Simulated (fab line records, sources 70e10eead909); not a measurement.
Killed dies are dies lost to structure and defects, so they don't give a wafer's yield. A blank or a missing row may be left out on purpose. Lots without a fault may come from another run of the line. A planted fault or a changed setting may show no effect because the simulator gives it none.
fab line records | flow nand_harc
record lots=4 wafers=12 last_day=32
route steps=1302 shown A_CHANNEL_HOLE_D1@456 A_CHANNEL_FILL_D1@490 END@1302
lots that met no fault: from a run of the same line without faults
start_h: hours from the record's first day to the start of the lot's first wafer shown | wait_h: hours since the lot's step before | " the same as in the row above | L1.1+2: a row that stands for several wafers | - no value, or no start given | * or withheld: withheld | < > ~ a bound
route shown NAME@n: a module of which the file shows steps, and the number in the route of the first | usual: mean/standard deviation of fault-free wafers | same: alike in all rows | chamber/n: place in a boat | sites: the reading at each site | _std_site: their standard deviation | _edge_site: outer sites' mean less inner sites' | radius_mm: how far each site lies from the wafer's centre | mask NAME#n: copy n | behind: the tool/chamber that last shaped the wafer | hold: why the lot was held/for how many hours/how that ended | device: the transistor (n, p or np) that didn't switch | end of line: the same wafers' tests at the end of the route | a step without rows: its recipe alone | killed: dies lost to structure and defects at the first sort, not the wafer's yield | map: a wafer's dies, x killed, . not, _ none there
set.NAME: the setting as run; set.NAME@STEP: as run at that earlier step | model.NAME: the simulator's own value behind a step, which no gauge read
lots at some steps of the route; a table a step, a row a wafer
services: from which hour (start_h, from the record's first day; less than 0 if before it) a tool's chamber was out of use, for how many hours, and why
## steps
# step NHARC_A_CHANNEL_HOLE_D1_COAT_04
# recipe spin_rpm=1500 resist_thk_nm=90
# step NHARC_A_CHANNEL_HOLE_D1_SOFTBAKE_05
# recipe temp_c=105 time_s=55
# step NHARC_A_CHANNEL_HOLE_D1_EBR_06
# step NHARC_A_CHANNEL_HOLE_D1_EXPOSE_07
# recipe na=1.35 target_cd_nm=100 sigma_outer=0.3 dose_mj=59.65 mask_id=HOLE_D1
# step NHARC_A_CHANNEL_HOLE_D1_PEB_08
# recipe peb_temp_c=100 peb_time_s=65
# step NHARC_A_CHANNEL_HOLE_D1_DEVELOP_09
# recipe develop_time_s=35 dev_temp_c=23
# step NHARC_A_CHANNEL_HOLE_D1_DESCUM_15
# recipe time_s=3 o2_flow_sccm=200 ar_flow_sccm=0 bias_power_w=0 chemistry=O2
# step NHARC_A_CHANNEL_HOLE_D1_ETCH_38
# recipe target_depth_a=390 over_etch_frac=0.3 time_s=65 ion_energy_ev=80 cf4_flow_sccm=150 ar_flow_sccm=0 rf_w=300 bias_w=100 chemistry=CF4
# step NHARC_A_CHANNEL_HOLE_D1_ETCH_39
# recipe target_depth_a=2600 over_etch_frac=0.3 time_s=325 ion_energy_ev=200 n2_flow_sccm=150 h2_flow_sccm=150 ar_flow_sccm=0 rf_w=400 bias_w=150 chemistry=N2/H2
# step NHARC_A_CHANNEL_HOLE_D1_ETCH_34
# recipe target_depth_a=1540 time_s=77 cf4_flow_sccm=100 chf3_flow_sccm=30 ar_flow_sccm=0 rf_w=500 bias_w=200 chemistry=CF4/CHF3
# usual chf3_flow_sccm=29.99/0.093 drypump_motor_current_A=5.7/0.36 oes_product_au=0.953/0.021 rf_vpp_V=369.9/2.1 showerhead_plenum_p_Torr=1.55/0.062 throttle_valve_pct=16.802/0.0089
# columns lot.wafer tool chamber start_h wait_h chf3_flow_sccm drypump_motor_current_A oes_product_au rf_hours_counter_h rf_vpp_V showerhead_plenum_p_Torr throttle_valve_pct
L169.3 rie_diel-08 0 175.71 - 30.04 5.3 0.923 11 372.1 1.67 16.817
L169.6 " 2 " " 30.02 5.7 0.938 - 368.9 1.53 16.806
L169.5 " 3 " " 30.09 5.5 0.935 - 369.5 1.55 16.798
L178.2 rie_diel-08 3 269.77 - 30.02 5.5 0.923 6 369.2 1.55 16.804
L178.1 " 1 " " 30.05 5.9 0.922 6 368.5 1.49 16.816
L178.5 " 0 " " 30.02 5.2 0.928 - 372.0 1.66 16.787
L189.2 rie_diel-08 2 382.74 - 29.88 5.7 0.970 1 369.7 1.52 16.806
L189.3 " 3 " " 29.88 5.5 0.976 1 371.2 1.55 16.810
L189.6 " 2 " " 29.94 5.7 0.917 - 368.0 1.52 16.805
L190.3 rie_diel-08 0 391.52 - 29.96 5.3 0.980 2 372.1 1.66 16.808
L190.1 " 1 " " 29.97 5.9 0.957 2 368.1 1.49 16.810
L190.6 " 0 " " 30.11 5.2 0.925 - 373.2 1.66 16.808
# step NHARC_A_CHANNEL_HOLE_D1_ETCH_16
# recipe target_depth_a=31000 over_etch_frac=0.3 time_s=806 ion_energy_ev=150 o2_flow_sccm=400 cos_flow_sccm=20 ar_flow_sccm=0 rf_w=500 bias_w=300 chemistry=O2/COS
# step NHARC_A_CHANNEL_HOLE_D1_ETCH_19
# recipe bias_v=1200 source_w=2500 pressure_mtorr=15 time_s=34.5 ar_flow_sccm=375 c4f8_flow_sccm=28.8 o2_flow_sccm=96.2 temp_c=-20 target_depth_a=* chemistry=C4F8/O2/Ar
# step NHARC_A_CHANNEL_HOLE_D1_ETCH_20
# recipe bias_v=3000 source_w=withheld pressure_mtorr=20 time_s=361.9 ar_flow_sccm=375 c4f8_flow_sccm=89.3 o2_flow_sccm=35.7 temp_c=-20 target_depth_a=16000 chemistry=C4F8/O2/Ar
# step NHARC_A_CHANNEL_HOLE_D1_ETCH_21
# recipe bias_v=3000 source_w=withheld pressure_mtorr=20 time_s=514.3 ar_flow_sccm=375 c4f8_flow_sccm=89.3 o2_flow_sccm=35.7 temp_c=-20 target_depth_a=16000 chemistry=C4F8/O2/Ar
# step NHARC_A_CHANNEL_HOLE_D1_ETCH_22
# recipe bias_v=3000 source_w=withheld pressure_mtorr=20 time_s=666.7 ar_flow_sccm=375 c4f8_flow_sccm=89.3 o2_flow_sccm=35.7 temp_c=-20 target_depth_a=16000 chemistry=C4F8/O2/Ar
# step NHARC_A_CHANNEL_HOLE_D1_ETCH_23
# recipe bias_v=5000 source_w=withheld pressure_mtorr=20 time_s=819 ar_flow_sccm=375 c4f8_flow_sccm=89.3 o2_flow_sccm=35.7 temp_c=-20 target_depth_a=16000 chemistry=C4F8/O2/Ar
# step NHARC_A_CHANNEL_HOLE_D1_ETCH_24
# recipe bias_v=5000 source_w=withheld pressure_mtorr=20 time_s=906.2 ar_flow_sccm=375 c4f8_flow_sccm=93.8 o2_flow_sccm=31.2 temp_c=-20 target_depth_a=15000 chemistry=C4F8/O2/Ar
# step NHARC_A_CHANNEL_HOLE_D1_ETCH_25
# recipe bias_v=5000 source_w=withheld pressure_mtorr=20 time_s=1040.2 ar_flow_sccm=375 c4f8_flow_sccm=93.8 o2_flow_sccm=31.2 temp_c=-20 target_depth_a=15000 chemistry=C4F8/O2/Ar
# step NHARC_A_CHANNEL_HOLE_D1_ETCH_26
# recipe bias_v=300 source_w=2000 pressure_mtorr=30 time_s=224.1 ar_flow_sccm=375 c4f8_flow_sccm=11.4 o2_flow_sccm=113.6 temp_c=-20 target_depth_a=3000 chemistry=C4F8/O2/Ar
# step NHARC_A_CHANNEL_HOLE_D1_ETCH_33
# recipe bias_v=400 source_w=2000 pressure_mtorr=25 time_s=90 ar_flow_sccm=375 c4f8_flow_sccm=41.7 o2_flow_sccm=83.3 temp_c=-20 target_depth_a=4000 chemistry=C4F8/O2/Ar
# step NHARC_A_CHANNEL_HOLE_D1_STRIP_41
# recipe n2_flow_sccm=150 h2_flow_sccm=150 ar_flow_sccm=0 bias_w=0 chemistry=N2/H2
# step NHARC_A_CHANNEL_HOLE_D1_STRIP_42
# recipe cf4_flow_sccm=100 chf3_flow_sccm=30 ar_flow_sccm=0 bias_w=0 chemistry=CF4/CHF3
# step NHARC_A_CHANNEL_HOLE_D1_STRIP_43
# recipe o2_flow_sccm=400 cos_flow_sccm=20 ar_flow_sccm=0 bias_w=0 chemistry=O2/COS
# step NHARC_A_CHANNEL_HOLE_D1_ETCH_44
# recipe target_depth_a=1400 overetch_a=140 time_s=77 ion_energy_ev=100 cf4_flow_sccm=80 o2_flow_sccm=20 ar_flow_sccm=0 rf_w=300 bias_w=100 chemistry=CF4/O2
# step NHARC_A_CHANNEL_HOLE_D1_STRIP_27
# recipe o2_flow_sccm=500 ar_flow_sccm=0 bias_w=0 chemistry=O2
# step NHARC_A_CHANNEL_HOLE_D1_PRECLEAN_28
# recipe time_s=* temp_c=50 bath_age_min=0 chemistry=SC1
# step NHARC_A_CHANNEL_HOLE_D1_SRD_29
# step NHARC_A_CHANNEL_HOLE_D1_XSEM_31
# recipe landing_energy_ev=35000
# step NHARC_A_CHANNEL_FILL_D1_PRECLEAN_00
# recipe time_s=* temp_c=50 bath_age_min=0 chemistry=SC1
# step NHARC_A_CHANNEL_FILL_D1_SRD_01
# step NHARC_A_CHANNEL_FILL_D1_ALD_02
# recipe target_thk_a=60 pulse_time_s=10 ald_cycles=60 temp_c=300 material=SiO2
# step NHARC_A_CHANNEL_FILL_D1_ALD_03
# recipe target_thk_a=60 pulse_time_s=60 ald_cycles=58 temp_c=630 pressure_torr=2 material=SiNx
# step NHARC_A_CHANNEL_FILL_D1_ALD_14
# recipe target_thk_a=25 pulse_time_s=10 ald_cycles=25 temp_c=300 material=SiO2
# step NHARC_A_CHANNEL_FILL_D1_ALD_15
# recipe target_thk_a=20 pulse_time_s=60 ald_cycles=19 temp_c=630 pressure_torr=2 material=SiNx
# step NHARC_A_CHANNEL_FILL_D1_ALD_16
# recipe target_thk_a=15 pulse_time_s=10 ald_cycles=15 temp_c=300 material=SiO2
# step NHARC_A_CHANNEL_FILL_D1_ANNEAL_17
# recipe temp_c=850 time_s=1800
# step NHARC_END_SORT_01
# recipe temp_c=25
# usual killed_at_array=56/20 killed_at_other=1/1.3 killed_at_periphery=3.5/2.7 killed_dies=60/20 killed_open=3.3/1.6 killed_short=2.4/1.5
# same gross_dies=677
# columns lot.wafer tool chamber start_h wait_h killed_at_array killed_at_other killed_at_periphery killed_dies killed_open killed_short
L169.3 prober-02 0 535.51 3.1 45 0 10 55 5 3
L169.5 prober-02 0 537.09 3.7 59 2 5 66 4 3
L169.6 prober-02 0 537.88 3.9 41 1 2 44 5 2
L189.6 prober-02 0 752.56 3.9 161 0 4 165 2 0
L190.6 prober-02 0 775.28 4.0 171 7 2 180 5 6
# killed by level:class
L169.3 A_CHANNEL_HOLE_D2:chamber_film_flake=21 A_CONTACT:chamber_film_flake=7 A_SLIT:chamber_film_flake=5 P_GATE:chamber_film_flake=4 A_STAIRCASE:chamber_film_flake=3 P_M1:geometric_particle:open=2 A_ONON_D2:geometric_particle:open=2 A_CHANNEL_FILL_D2:chamber_film_flake=2
L169.5 A_CHANNEL_HOLE_D2:chamber_film_flake=38 A_CONTACT:chamber_film_flake=5 A_SLIT:chamber_film_flake=4 P_GATE:chamber_film_flake=3 A_SGD_CUT:chamber_film_flake=3 A_SGD_CUT:geometric_particle:short=2 HYBRID_BOND:chamber_film_flake=2 A_CHANNEL_FILL_D2:chamber_film_flake=2
L169.6 A_CHANNEL_HOLE_D2:chamber_film_flake=12 A_CONTACT:chamber_film_flake=11 A_SLIT:chamber_film_flake=5 A_STAIRCASE:chamber_film_flake=4 A_DECK1_JOINT:chamber_film_flake=2 P_STI:geometric_particle:open=1 P_M0:geometric_particle:short=1 A_ONON_D2:geometric_particle:open=1
L189.6 A_CHANNEL_HOLE_D1:area_etch=132 A_CHANNEL_HOLE_D1:chamber_film_flake=18 P_CONTACT:chamber_film_flake=4 A_CONTACT:chamber_film_flake=4 A_STAIRCASE:chamber_film_flake=3 A_WL_FILL:geometric_particle:open=1 A_M1:geometric_particle:open=1 A_CHANNEL_FILL_D1:chamber_film_flake=1
L190.6 A_CHANNEL_HOLE_D1:area_etch=119 A_CHANNEL_HOLE_D1:chamber_film_flake=19 A_SLIT:chamber_film_flake=12 A_CONTACT:chamber_film_flake=9 THIN_TSV:chamber_film_flake=5 A_DECK1_JOINT:chamber_film_flake=3 A_CHANNEL_HOLE_D2:geometric_particle:short=2 A_WL_FILL:geometric_particle:short=2
# map L189.6 (x killed, . not)
____________.____________
_________...x..._________
_______....x......_______
______........x....______
_____........x.x...._____
____.....x.x.x.......____
____..x.x.x.x........____
___.........x..xx.....___
___....xx....x........___
__x....x...xxx..x......__
__..xx..xx...xx.......x__
_..x..xx...x.xx..x......_
_.....x...x..x.........._
_...xxx.....xx.x...x..x._
_........x..xxx.x......._
_...xx....xx.xx...x....._
.....x..xxxx.x..x........
.x...x..xxxx..x...xxx....
..x.x.x.x.xxxxx..x.......
....x.xx...x.xx..x.xx....
......xxxxxxxx.x.x.x.....
_..x..xxx..xxxxxxxxx...._
_....x.x...xxxx.xxxxxx.._
_..x....x..xx...xxxxx..._
_...x.x.xx...x.x..x....._
_..x.x.x...xxxx........._
__..........x..x...x...__
__.....x....x..........__
___...................___
___....x..............___
____.......x.x.......____
____.................____
_____.........x....._____
______.............______
_______..........._______
_________......._________
____________.____________
# map L190.6 (x killed, . not)
____________.____________
_________x.x.xx._________
_______.xxx.x..xx._______
______.x.xx..x..x..______
_____xx.x.xx...x.xxx_____
____xx....x.........x____
____xx.....x.xx..x.xx____
___xx.......x.........___
___.x...x.x...........___
__xx.....x.............__
__xx..x.....x..x.......__
_xxxx........x.........._
_x.....................x_
_x..x.x...x.....xx....x._
_xxx.......x....xx......_
_...x..................._
.x.....x..x...xx.x.......
x.x....x..............xxx
xxxx......x.x.x..x......x
.x...xx....x..........x.x
xxx.x...................x
_..xx...xx....x.x......x_
_xx..........x....x....._
_x.............xx......._
_................xx....._
_xx.x..........x.xx..x.x_
__x...x...........x....__
__x.x...........x...x.x__
___x.....x......x.x...___
___xx........x.xxx..x.___
____xxx..........xx..____
____xxxx.....x.x.xxxx____
_____xx.x..x.x...xxx_____
______x..........x.______
_______.xx...x.x.x_______
_________x.x.xx._________
____________.____________
## services
# columns tool chamber start_h hours kind
rie_diel-08 0 169.81 - clean
rie_diel-08 1 169.81 - clean
rie_diel-08 2 169.81 - clean
rie_diel-08 3 169.81 - clean
rie_diel-08 - 190.81 9.0 pm
rie_diel-08 0 190.81 9.0 vent_cycle
rie_diel-08 1 190.81 9.0 vent_cycle
rie_diel-08 2 190.81 9.0 vent_cycle
rie_diel-08 3 190.81 9.0 vent_cycle
rie_diel-08 0 199.81 - clean
rie_diel-08 1 199.81 - clean
rie_diel-08 2 199.81 - clean
rie_diel-08 3 199.81 - clean
rie_diel-08 0 224.31 - clean
rie_diel-08 1 224.31 - clean
rie_diel-08 2 224.31 - clean
rie_diel-08 3 224.31 - clean
rie_diel-08 - 233.14 0.8 repair
rie_diel-08 0 248.81 - clean
rie_diel-08 1 248.81 - clean
rie_diel-08 2 248.81 - clean
rie_diel-08 3 248.81 - clean
rie_diel-08 - 314.90 1.0 repair
rie_diel-08 - 367.81 9.0 pm
## key
first_sign step=NHARC_END_SORT_01 reading=killed_at_array direction=up sigmas=5.6 usual=56 struck=166
effect step=NHARC_END_SORT_01 reading=killed_dies direction=up sigmas=5.5 usual=60 struck=172
more_kills_born_at NHARC_A_CHANNEL_HOLE_D1_ETCH_34@rie_diel-08=251
met_at NHARC_A_CHANNEL_HOLE_D1_ETCH_34
struck_wafers L189.6,L190.6
tester_left_out L189,L190
onset_between 269.77 382.74
fault kind=process_parameter_drift tool=rie_diel-08 chamber=- onset_h=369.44 steps=NHARC_A_CHANNEL_HOLE_D1_ETCH_34 channel=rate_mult offset=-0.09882 shape=step end_h=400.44 scope=struck_wafers_only
# tester_left_out: of these lots the tester's yield and bins aren't shown, on N5 and GAA mostly nor the transistor test; their killed dies are dies lost to structure and defects alone, not to doping, threshold or leakage, so they don't give the yield
